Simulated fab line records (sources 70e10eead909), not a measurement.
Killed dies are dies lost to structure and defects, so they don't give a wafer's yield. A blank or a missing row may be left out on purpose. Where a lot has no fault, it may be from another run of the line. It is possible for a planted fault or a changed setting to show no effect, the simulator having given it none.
fab line records / flow nand-harc / part 2 of 2: steps 30 to 40 of 40
[record] lots = 5 wafers = 15 last-day = 33
route steps=1302 shown A_CHANNEL_FILL_D1@506 A_DECK1_JOINT@518 A_ONON_D2@545
lots that met no fault: from a run of the same line without faults
start-h: start of the lot's first displayed wafer, in hours after the record's first day / wait-h: hours from the lot's prior step to this one / " same as the row above / L1.1+2: a row that stands for several wafers / - value missing, or start not given / * or withheld: withheld / < > ~ a bound
route shown NAME@n: a module of which the file shows steps, and the number in the route of the first / usual: mean and standard deviation over wafers with no fault / same: alike in all rows / chamber/n: place in a boat / sites: the reading at each site / _std_site: their standard deviation / _edge_site: outer sites' mean less inner sites' / radius-mm: for every site, how far away it sits from the centre of the wafer / mask NAME#n: copy n / behind: the most recent tool/chamber to have shaped the wafer / hold: the reason the lot was held/the length of the hold in hours/how it ended / device: transistor that didn't switch, given as n, p or np / end of line: tests of these same wafers at the route's end / step lacking rows: just its recipe / killed: the dies lost at the first sort to structure and to defects; this is not the yield of the wafer / map: per-die view of a wafer (x killed, . not killed, _ where there is no die)
set.NAME: the run value of the setting; set.NAME@STEP: its run value at that earlier step / model.NAME: the simulator's own value behind a step, which no gauge read
lots seen at some steps along the route; tables by step, rows by wafer
services: a tool's chamber out of use, with start hour (start-h, from the record's first day; less than 0 if before it), hours out, and reason
[[steps]]
[step NHARC_A_DECK1_JOINT_ANNEAL_28]
[recipe] temp-c = 500 time-s = 1800 idle-temp-c = 400 ramp-up-c-per-min = 10 densification-p-h2o-torr = 640
[usual] zone-power-bottom-pct = 9.2/0.39
lot.wafer=L077.2 tool=furnace-06 chamber=0 start-h=296.60 wait-h=3.7 zone-power-bottom-pct=9.5
lot.wafer=L077.3 tool=furnace-06 chamber=0 start-h=296.60 wait-h=3.7 zone-power-bottom-pct=9.4
lot.wafer=L077.4 tool=furnace-06 chamber=0 start-h=296.60 wait-h=3.7 zone-power-bottom-pct=9.6
lot.wafer=L078.1 tool=furnace-06 chamber=0 start-h=296.60 wait-h=3.7 zone-power-bottom-pct=9.6
lot.wafer=L078.3 tool=furnace-06 chamber=0 start-h=296.60 wait-h=3.7 zone-power-bottom-pct=9.7
lot.wafer=L078.6 tool=furnace-06 chamber=0 start-h=296.60 wait-h=3.7 zone-power-bottom-pct=9.4
lot.wafer=L087.2 tool=furnace-05 chamber=0 start-h=408.34 wait-h=3.0 zone-power-bottom-pct=8.4
lot.wafer=L087.5 tool=furnace-05 chamber=0 start-h=408.34 wait-h=3.0 zone-power-bottom-pct=8.5
lot.wafer=L087.6 tool=furnace-05 chamber=0 start-h=408.34 wait-h=3.0 zone-power-bottom-pct=8.7
lot.wafer=L093.2 tool=furnace-05 chamber=0 start-h=454.63 wait-h=5.7 zone-power-bottom-pct=8.4
lot.wafer=L093.3 tool=furnace-05 chamber=0 start-h=454.63 wait-h=5.7 zone-power-bottom-pct=8.4
lot.wafer=L093.6 tool=furnace-05 chamber=0 start-h=454.63 wait-h=5.7 zone-power-bottom-pct=8.5
lot.wafer=L097.1 tool=furnace-06 chamber=0 start-h=498.77 wait-h=4.4 zone-power-bottom-pct=9.5
lot.wafer=L097.4 tool=furnace-06 chamber=0 start-h=498.77 wait-h=4.4 zone-power-bottom-pct=9.5
lot.wafer=L097.5 tool=furnace-06 chamber=0 start-h=498.77 wait-h=4.4 zone-power-bottom-pct=9.4
[step NHARC_A_DECK1_JOINT_ANNEAL_29]
[recipe] temp-c = 750 time-s = 1800 idle-temp-c = 500 ramp-up-c-per-min = 10 ramp-down-c-per-min = 3
[usual] zone-power-bottom-pct = 19.5/0.84
lot.wafer=L077.2 tool=furnace-06 chamber=0 start-h=305.33 wait-h=8.1 zone-power-bottom-pct=20.5
lot.wafer=L077.3 tool=furnace-06 chamber=0 start-h=305.33 wait-h=8.1 zone-power-bottom-pct=20.5
lot.wafer=L077.4 tool=furnace-06 chamber=0 start-h=305.33 wait-h=8.1 zone-power-bottom-pct=20.3
lot.wafer=L078.1 tool=furnace-06 chamber=0 start-h=305.33 wait-h=8.1 zone-power-bottom-pct=20.3
lot.wafer=L078.3 tool=furnace-06 chamber=0 start-h=305.33 wait-h=8.1 zone-power-bottom-pct=20.6
lot.wafer=L078.6 tool=furnace-06 chamber=0 start-h=305.33 wait-h=8.1 zone-power-bottom-pct=20.5
lot.wafer=L087.2 tool=furnace-05 chamber=0 start-h=413.48 wait-h=4.5 zone-power-bottom-pct=18.0
lot.wafer=L087.5 tool=furnace-05 chamber=0 start-h=413.48 wait-h=4.5 zone-power-bottom-pct=18.1
lot.wafer=L087.6 tool=furnace-05 chamber=0 start-h=413.48 wait-h=4.5 zone-power-bottom-pct=18.1
lot.wafer=L093.2 tool=furnace-05 chamber=0 start-h=458.23 wait-h=2.9 zone-power-bottom-pct=18.5
lot.wafer=L093.3 tool=furnace-05 chamber=0 start-h=458.23 wait-h=2.9 zone-power-bottom-pct=18.1
lot.wafer=L093.6 tool=furnace-05 chamber=0 start-h=458.23 wait-h=2.9 zone-power-bottom-pct=18.1
lot.wafer=L097.1 tool=furnace-06 chamber=0 start-h=507.84 wait-h=8.4 zone-power-bottom-pct=20.6
lot.wafer=L097.4 tool=furnace-06 chamber=0 start-h=507.84 wait-h=8.4 zone-power-bottom-pct=20.2
lot.wafer=L097.5 tool=furnace-06 chamber=0 start-h=507.84 wait-h=8.4 zone-power-bottom-pct=20.3
[step NHARC_A_DECK1_JOINT_CMP_02]
[recipe] material = SiOx
[usual] motor-current-A = 12.0/1.1
lot.wafer=L077.3 tool=cmp-03 chamber=2 start-h=308.04 wait-h=0.4 motor-current-A=11.1
lot.wafer=L077.2 tool=cmp-03 chamber=0 start-h=308.04 wait-h=0.4 motor-current-A=13.1
lot.wafer=L077.4 tool=cmp-03 chamber=1 start-h=308.04 wait-h=0.4 motor-current-A=13.4
lot.wafer=L078.1 tool=cmp-02 chamber=3 start-h=308.07 wait-h=0.4 motor-current-A=13.4
lot.wafer=L078.3 tool=cmp-02 chamber=0 start-h=308.07 wait-h=0.4 motor-current-A=11.3
lot.wafer=L078.6 tool=cmp-02 chamber=2 start-h=308.07 wait-h=0.4 motor-current-A=12.0
lot.wafer=L087.2 tool=cmp-03 chamber=0 start-h=416.16 wait-h=0.4 motor-current-A=13.8
lot.wafer=L087.5 tool=cmp-03 chamber=3 start-h=416.16 wait-h=0.4 motor-current-A=10.5
lot.wafer=L087.6 tool=cmp-03 chamber=0 start-h=416.16 wait-h=0.4 motor-current-A=13.7
lot.wafer=L093.3 tool=cmp-03 chamber=1 start-h=460.94 wait-h=0.4 motor-current-A=14.5
lot.wafer=L093.2 tool=cmp-03 chamber=3 start-h=460.94 wait-h=0.4 motor-current-A=10.4
lot.wafer=L093.6 tool=cmp-03 chamber=0 start-h=460.94 wait-h=0.4 motor-current-A=13.3
lot.wafer=L097.1 tool=cmp-03 chamber=2 start-h=510.50 wait-h=0.4 motor-current-A=10.8
lot.wafer=L097.4 tool=cmp-03 chamber=3 start-h=510.50 wait-h=0.4 motor-current-A=10.5
lot.wafer=L097.5 tool=cmp-03 chamber=3 start-h=510.50 wait-h=0.4 motor-current-A=10.6
[step NHARC_A_DECK1_JOINT_SRD_15]
lot.wafer=L077.3+2+4 tool=wet-bench-06 chamber=7,1,2 start-h=308.34 wait-h=0.0
lot.wafer=L078.1+6+3 tool=wet-bench-04 chamber=3,4,5 start-h=308.36 wait-h=0.1
lot.wafer=L087.2+5+6 tool=wet-bench-05 chamber=3,5,6 start-h=416.44 wait-h=0.0
lot.wafer=L093.2+6+3 tool=wet-bench-06 chamber=3,5,6 start-h=461.21 wait-h=0.0
lot.wafer=L097.4+1+5 tool=wet-bench-04 chamber=0,1,4 start-h=510.80 wait-h=0.0
[step NHARC_A_DECK1_JOINT_DEP_16]
[recipe] target-thk-a = 450 temp-c = 400 pressure-torr = 6.5 rf-w = 900 teos-flow-sccm = 161.4 flow-sccm = 2650 target-thk-nm = 45 gas = O2 material = SiO2
[usual] heater-power-w = 503/81 throttle-valve-pct = 16.0/0.32
lot.wafer=L077.2 tool=pecvd-04 chamber=1 start-h=308.43 wait-h=0.1 heater-power-w=441 throttle-valve-pct=16.1
lot.wafer=L077.3 tool=pecvd-04 chamber=2 start-h=308.43 wait-h=0.1 heater-power-w=556 throttle-valve-pct=16.2
lot.wafer=L077.4 tool=pecvd-04 chamber=1 start-h=308.43 wait-h=0.1 heater-power-w=444 throttle-valve-pct=16.2
lot.wafer=L078.3 tool=pecvd-03 chamber=2 start-h=308.44 wait-h=0.1 heater-power-w=440 throttle-valve-pct=15.7
lot.wafer=L078.1 tool=pecvd-03 chamber=1 start-h=308.44 wait-h=0.1 heater-power-w=504 throttle-valve-pct=15.6
lot.wafer=L078.6 tool=pecvd-03 chamber=2 start-h=308.44 wait-h=0.1 heater-power-w=446 throttle-valve-pct=16.0
lot.wafer=L087.2 tool=pecvd-01 chamber=1 start-h=416.59 wait-h=0.1 heater-power-w=594 throttle-valve-pct=15.7
lot.wafer=L087.5 tool=pecvd-01 chamber=2 start-h=416.59 wait-h=0.1 heater-power-w=450 throttle-valve-pct=16.5
lot.wafer=L087.6 tool=pecvd-01 chamber=0 start-h=416.59 wait-h=0.1 heater-power-w=459 throttle-valve-pct=16.3
lot.wafer=L093.2 tool=pecvd-01 chamber=1 start-h=461.30 wait-h=0.1 heater-power-w=603 throttle-valve-pct=16.2
lot.wafer=L093.3 tool=pecvd-01 chamber=2 start-h=461.30 wait-h=0.1 heater-power-w=384 throttle-valve-pct=16.7
lot.wafer=L093.6 tool=pecvd-01 chamber=0 start-h=461.30 wait-h=0.1 heater-power-w=482 throttle-valve-pct=16.2
lot.wafer=L097.1 tool=pecvd-01 chamber=2 start-h=510.89 wait-h=0.1 heater-power-w=465 throttle-valve-pct=15.6
lot.wafer=L097.4 tool=pecvd-01 chamber=2 start-h=510.89 wait-h=0.1 heater-power-w=460 throttle-valve-pct=15.7
lot.wafer=L097.5 tool=pecvd-01 chamber=1 start-h=510.89 wait-h=0.1 heater-power-w=620 throttle-valve-pct=15.5
[step NHARC_A_DECK1_JOINT_THK_MEAS_17]
[recipe] thk-meas-gauge = ellipsometry
[usual] thk-nm = 45.1/1.2
lot.wafer=L077.2 tool=film-metro-02 chamber=- start-h=308.72 wait-h=0.3 thk-nm=42.6
lot.wafer=L077.3 tool=film-metro-02 chamber=- start-h=308.72 wait-h=0.3 thk-nm=44.0
lot.wafer=L077.4 tool=film-metro-02 chamber=- start-h=308.72 wait-h=0.3 thk-nm=43.7
lot.wafer=L078.1 tool=film-metro-01 chamber=- start-h=308.72 wait-h=0.2 thk-nm=46.6
lot.wafer=L078.3 tool=film-metro-01 chamber=- start-h=308.72 wait-h=0.2 thk-nm=42.9
lot.wafer=L078.6 tool=film-metro-01 chamber=- start-h=308.72 wait-h=0.2 thk-nm=46.0
lot.wafer=L087.2 tool=film-metro-02 chamber=- start-h=416.81 wait-h=0.2 thk-nm=46.1
lot.wafer=L087.5 tool=film-metro-02 chamber=- start-h=416.81 wait-h=0.2 thk-nm=45.1
lot.wafer=L087.6 tool=film-metro-02 chamber=- start-h=416.81 wait-h=0.2 thk-nm=47.2
lot.wafer=L093.2 tool=film-metro-01 chamber=- start-h=461.58 wait-h=0.2 thk-nm=45.1
lot.wafer=L093.3 tool=film-metro-01 chamber=- start-h=461.58 wait-h=0.2 thk-nm=43.4
lot.wafer=L093.6 tool=film-metro-01 chamber=- start-h=461.58 wait-h=0.2 thk-nm=46.8
lot.wafer=L097.1 tool=film-metro-02 chamber=- start-h=511.17 wait-h=0.3 thk-nm=44.2
lot.wafer=L097.4 tool=film-metro-02 chamber=- start-h=511.17 wait-h=0.3 thk-nm=46.6
lot.wafer=L097.5 tool=film-metro-02 chamber=- start-h=511.17 wait-h=0.3 thk-nm=46.5
[step NHARC_A_DECK1_JOINT_INSPECT_05]
[usual] raw-defect-count = 398/160
lot.wafer=L077.2 tool=defect-inspect-01 chamber=- start-h=308.75 wait-h=0.0 raw-defect-count=211
lot.wafer=L077.3 tool=defect-inspect-01 chamber=- start-h=308.75 wait-h=0.0 raw-defect-count=261
lot.wafer=L077.4 tool=defect-inspect-01 chamber=- start-h=308.75 wait-h=0.0 raw-defect-count=406
lot.wafer=L078.1 tool=defect-inspect-02 chamber=- start-h=308.76 wait-h=0.0 raw-defect-count=277
lot.wafer=L078.3 tool=defect-inspect-02 chamber=- start-h=308.76 wait-h=0.0 raw-defect-count=258
lot.wafer=L078.6 tool=defect-inspect-02 chamber=- start-h=308.76 wait-h=0.0 raw-defect-count=209
lot.wafer=L087.2 tool=defect-inspect-01 chamber=- start-h=416.85 wait-h=0.0 raw-defect-count=360
lot.wafer=L087.5 tool=defect-inspect-01 chamber=- start-h=416.85 wait-h=0.0 raw-defect-count=293
lot.wafer=L087.6 tool=defect-inspect-01 chamber=- start-h=416.85 wait-h=0.0 raw-defect-count=499
lot.wafer=L093.2 tool=defect-inspect-01 chamber=- start-h=461.61 wait-h=0.0 raw-defect-count=711
lot.wafer=L093.3 tool=defect-inspect-01 chamber=- start-h=461.61 wait-h=0.0 raw-defect-count=761
lot.wafer=L093.6 tool=defect-inspect-01 chamber=- start-h=461.61 wait-h=0.0 raw-defect-count=454
lot.wafer=L097.1 tool=defect-inspect-02 chamber=- start-h=511.21 wait-h=0.0 raw-defect-count=321
lot.wafer=L097.4 tool=defect-inspect-02 chamber=- start-h=511.21 wait-h=0.0 raw-defect-count=485
lot.wafer=L097.5 tool=defect-inspect-02 chamber=- start-h=511.21 wait-h=0.0 raw-defect-count=365
[step NHARC_A_ONON_D2_DEP_00]
[recipe] target-thk-a = 10000 n2-flow-sccm = 2750 n2o-flow-sccm = 2000 nh3-flow-sccm = 500 sih4-flow-sccm = 210 temp-c = 400
[usual] nh3-flow-sccm = 500.3/1.5
lot.wafer=L078.1 tool=pecvd-onon-01 chamber=0 start-h=308.83 wait-h=0.1 nh3-flow-sccm=498.5
lot.wafer=L078.3 tool=pecvd-onon-01 chamber=0 start-h=308.83 wait-h=0.1 nh3-flow-sccm=501.6
lot.wafer=L078.6 tool=pecvd-onon-01 chamber=0 start-h=308.83 wait-h=0.1 nh3-flow-sccm=499.9
lot.wafer=L077.2 tool=pecvd-onon-02 chamber=0 start-h=308.88 wait-h=0.1 nh3-flow-sccm=503.2
lot.wafer=L077.3 tool=pecvd-onon-02 chamber=0 start-h=308.88 wait-h=0.1 nh3-flow-sccm=500.9
lot.wafer=L077.4 tool=pecvd-onon-02 chamber=0 start-h=308.88 wait-h=0.1 nh3-flow-sccm=500.9
lot.wafer=L087.2 tool=pecvd-onon-02 chamber=0 start-h=416.97 wait-h=0.1 nh3-flow-sccm=501.7
lot.wafer=L087.5 tool=pecvd-onon-02 chamber=0 start-h=416.97 wait-h=0.1 nh3-flow-sccm=502.2
lot.wafer=L087.6 tool=pecvd-onon-02 chamber=0 start-h=416.97 wait-h=0.1 nh3-flow-sccm=500.1
lot.wafer=L093.2 tool=pecvd-onon-04 chamber=0 start-h=461.74 wait-h=0.1 nh3-flow-sccm=503.4
lot.wafer=L093.3 tool=pecvd-onon-04 chamber=0 start-h=461.74 wait-h=0.1 nh3-flow-sccm=502.8
lot.wafer=L093.6 tool=pecvd-onon-04 chamber=0 start-h=461.74 wait-h=0.1 nh3-flow-sccm=502.0
lot.wafer=L097.1 tool=pecvd-onon-01 chamber=0 start-h=511.27 wait-h=0.1 nh3-flow-sccm=498.8
lot.wafer=L097.4 tool=pecvd-onon-01 chamber=0 start-h=511.27 wait-h=0.1 nh3-flow-sccm=499.7
lot.wafer=L097.5 tool=pecvd-onon-01 chamber=0 start-h=511.27 wait-h=0.1 nh3-flow-sccm=501.3
[step NHARC_A_ONON_D2_THK_MEAS_02]
[recipe] thk-meas-gauge = ellipsometry
[usual] thk-nm = 1001/8.7
lot.wafer=L077.2 tool=film-metro-02 chamber=- start-h=309.32 wait-h=- thk-nm=993
lot.wafer=L077.3 tool=film-metro-02 chamber=- start-h=309.32 wait-h=- thk-nm=991
lot.wafer=L077.4 tool=film-metro-02 chamber=- start-h=309.32 wait-h=- thk-nm=993
lot.wafer=L078.1 tool=film-metro-02 chamber=- start-h=309.34 wait-h=- thk-nm=1000
lot.wafer=L078.3 tool=film-metro-02 chamber=- start-h=309.34 wait-h=- thk-nm=1002
lot.wafer=L078.6 tool=film-metro-02 chamber=- start-h=309.34 wait-h=- thk-nm=1001
lot.wafer=L087.2 tool=film-metro-02 chamber=- start-h=417.42 wait-h=- thk-nm=998
lot.wafer=L087.5 tool=film-metro-02 chamber=- start-h=417.42 wait-h=- thk-nm=998
lot.wafer=L087.6 tool=film-metro-02 chamber=- start-h=417.42 wait-h=- thk-nm=1000
lot.wafer=L093.2 tool=film-metro-02 chamber=- start-h=462.19 wait-h=- thk-nm=995
lot.wafer=L093.3 tool=film-metro-02 chamber=- start-h=462.19 wait-h=- thk-nm=996
lot.wafer=L093.6 tool=film-metro-02 chamber=- start-h=462.19 wait-h=- thk-nm=997
lot.wafer=L097.1 tool=film-metro-01 chamber=- start-h=511.78 wait-h=- thk-nm=1002
lot.wafer=L097.4 tool=film-metro-01 chamber=- start-h=511.78 wait-h=- thk-nm=1000
lot.wafer=L097.5 tool=film-metro-01 chamber=- start-h=511.78 wait-h=- thk-nm=998
[step NHARC_A_ONON_D2_DEP_03]
[recipe] target-thk-a = 10000 n2-flow-sccm = 2750 n2o-flow-sccm = 2000 nh3-flow-sccm = 500 sih4-flow-sccm = 210 temp-c = 400
[usual] nh3-flow-sccm = 500.0/1.4
lot.wafer=L078.1 tool=pecvd-onon-02 chamber=0 start-h=309.39 wait-h=0.1 nh3-flow-sccm=499.7
lot.wafer=L078.3 tool=pecvd-onon-02 chamber=0 start-h=309.39 wait-h=0.1 nh3-flow-sccm=497.4
lot.wafer=L078.6 tool=pecvd-onon-02 chamber=0 start-h=309.39 wait-h=0.1 nh3-flow-sccm=498.3
lot.wafer=L077.2 tool=pecvd-onon-04 chamber=0 start-h=309.44 wait-h=0.1 nh3-flow-sccm=500.4
lot.wafer=L077.3 tool=pecvd-onon-04 chamber=0 start-h=309.44 wait-h=0.1 nh3-flow-sccm=501.6
lot.wafer=L077.4 tool=pecvd-onon-04 chamber=0 start-h=309.44 wait-h=0.1 nh3-flow-sccm=501.6
lot.wafer=L087.2 tool=pecvd-onon-01 chamber=0 start-h=417.54 wait-h=0.1 nh3-flow-sccm=500.1
lot.wafer=L087.5 tool=pecvd-onon-01 chamber=0 start-h=417.54 wait-h=0.1 nh3-flow-sccm=502.3
lot.wafer=L087.6 tool=pecvd-onon-01 chamber=0 start-h=417.54 wait-h=0.1 nh3-flow-sccm=500.6
lot.wafer=L093.2 tool=pecvd-onon-02 chamber=0 start-h=462.32 wait-h=0.1 nh3-flow-sccm=498.4
lot.wafer=L093.3 tool=pecvd-onon-02 chamber=0 start-h=462.32 wait-h=0.1 nh3-flow-sccm=497.1
lot.wafer=L093.6 tool=pecvd-onon-02 chamber=0 start-h=462.32 wait-h=0.1 nh3-flow-sccm=498.7
lot.wafer=L097.1 tool=pecvd-onon-02 chamber=0 start-h=511.83 wait-h=0.1 nh3-flow-sccm=498.9
lot.wafer=L097.4 tool=pecvd-onon-02 chamber=0 start-h=511.83 wait-h=0.1 nh3-flow-sccm=500.2
lot.wafer=L097.5 tool=pecvd-onon-02 chamber=0 start-h=511.83 wait-h=0.1 nh3-flow-sccm=498.8
[step NHARC_A_ONON_D2_THK_MEAS_05]
[recipe] thk-meas-gauge = ellipsometry
[usual] thk-nm = 997/9.3
lot.wafer=L077.2 tool=film-metro-02 chamber=- start-h=309.89 wait-h=- thk-nm=990
lot.wafer=L077.3 tool=film-metro-02 chamber=- start-h=309.89 wait-h=- thk-nm=991
lot.wafer=L077.4 tool=film-metro-02 chamber=- start-h=309.89 wait-h=- thk-nm=994
lot.wafer=L078.1 tool=film-metro-01 chamber=- start-h=309.90 wait-h=- thk-nm=997
lot.wafer=L078.3 tool=film-metro-01 chamber=- start-h=309.90 wait-h=- thk-nm=997
lot.wafer=L078.6 tool=film-metro-01 chamber=- start-h=309.90 wait-h=- thk-nm=998
lot.wafer=L087.2 tool=film-metro-01 chamber=- start-h=417.99 wait-h=- thk-nm=980
lot.wafer=L087.5 tool=film-metro-01 chamber=- start-h=417.99 wait-h=- thk-nm=981
lot.wafer=L087.6 tool=film-metro-01 chamber=- start-h=417.99 wait-h=- thk-nm=983
lot.wafer=L093.2 tool=film-metro-02 chamber=- start-h=462.77 wait-h=- thk-nm=1002
lot.wafer=L093.3 tool=film-metro-02 chamber=- start-h=462.77 wait-h=- thk-nm=1003
lot.wafer=L093.6 tool=film-metro-02 chamber=- start-h=462.77 wait-h=- thk-nm=1001
lot.wafer=L097.1 tool=film-metro-02 chamber=- start-h=512.35 wait-h=- thk-nm=983
lot.wafer=L097.4 tool=film-metro-02 chamber=- start-h=512.35 wait-h=- thk-nm=984
lot.wafer=L097.5 tool=film-metro-02 chamber=- start-h=512.35 wait-h=- thk-nm=982
[[services]]
tool=cmp-02 chamber=- start-h=234.20 hours=4.0 kind=pm
tool=wet-bench-02 chamber=- start-h=244.00 hours=8.0 kind=pm
tool=cmp-03 chamber=- start-h=260.00 hours=4.0 kind=pm
tool=wet-bench-05 chamber=- start-h=260.83 hours=8.0 kind=pm
tool=wet-bench-06 chamber=- start-h=320.03 hours=0.7 kind=repair
tool=wet-bench-07 chamber=- start-h=336.00 hours=8.0 kind=pm
tool=wet-h3po4-01 chamber=- start-h=339.00 hours=8.0 kind=pm
tool=cmp-03 chamber=- start-h=340.23 hours=1.1 kind=repair
tool=cmp-03 chamber=- start-h=352.19 hours=0.8 kind=repair
tool=cmp-03 chamber=- start-h=358.00 hours=4.0 kind=pm
tool=fcvd-01 chamber=- start-h=366.00 hours=13.0 kind=pm
tool=wet-bench-06 chamber=- start-h=369.69 hours=8.0 kind=pm
tool=furnace-06 chamber=- start-h=370.49 hours=5.7 kind=repair
tool=wet-h3po4-01 chamber=- start-h=374.74 hours=1.8 kind=repair
tool=wet-bench-04 chamber=- start-h=403.20 hours=8.0 kind=pm
tool=wet-bench-06 chamber=- start-h=413.27 hours=0.5 kind=repair
tool=wet-bench-06 chamber=- start-h=426.41 hours=25.6 kind=repair
tool=wet-bench-05 chamber=- start-h=436.83 hours=8.0 kind=pm
tool=cmp-03 chamber=- start-h=456.00 hours=4.0 kind=pm
tool=fcvd-01 chamber=1 start-h=460.71 hours=3.5 kind=repair
tool=wet-bench-05 chamber=- start-h=474.49 hours=3.8 kind=repair
tool=cmp-03 chamber=- start-h=478.51 hours=1.1 kind=repair
tool=fcvd-01 chamber=- start-h=497.67 hours=1.0 kind=repair
tool=wet-bench-07 chamber=- start-h=512.00 hours=8.0 kind=pm
